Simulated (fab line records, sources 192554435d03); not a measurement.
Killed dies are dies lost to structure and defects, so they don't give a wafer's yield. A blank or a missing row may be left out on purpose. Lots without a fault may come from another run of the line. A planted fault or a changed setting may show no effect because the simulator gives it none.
Chamber matching | flow n5_finfet | N5_BEOL_M7_ALD_77 on ald_metal-02: 4 sister chambers
The step deposits TaN, target thk 2 nm, pulse time 2 s, purge time 3 s. 4 wafers are shown with their chamber, then 7 later ones without.

WAFERS WITH THEIR CHAMBER
wafer  | chamber | heater_power_w (W)
L080.5 | 1       | 444
L084.2 | 2       | 410
L086.3 | 3       | 410
L086.4 | 0       | 385

WAFERS WITHOUT THEIR CHAMBER
wafer  | heater_power_w (W)
L086.5 | 387
L088.2 | 426
L088.4 | 449
L088.5 | 412
L093.2 | 455
L093.3 | 400
L093.4 | 386

WHICH CHAMBER EACH WENT THROUGH
wafer  | from the rows above          | in truth
L086.5 | 0                            | 0
L088.2 | can't be placed: 2 or 3 or 1 | 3
L088.4 | 1                            | 1
L088.5 | can't be placed: 2 or 3      | 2
L093.2 | 1                            | 1
L093.3 | can't be placed: 2 or 3 or 0 | 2
L093.4 | 0                            | 0
Placed correctly: 4 of 7. Can't be placed from these rows: 3 (the true chamber is among the candidates in 3). Placed wrongly: 0.
How it was worked out, from the rows above alone: a wafer's distance from a chamber is the root of the sum, over the readings, of the square of ((its reading less the chamber's mean) divided by the reading's scatter). The wafer belongs to the nearest chamber; if the next one is less than 2 further off, it can't be placed. A chamber's mean is the mean of its shown wafers. The scatter: with one shown wafer a chamber, the root of the mean of the squares of how far each hidden wafer lies from its nearest shown one.
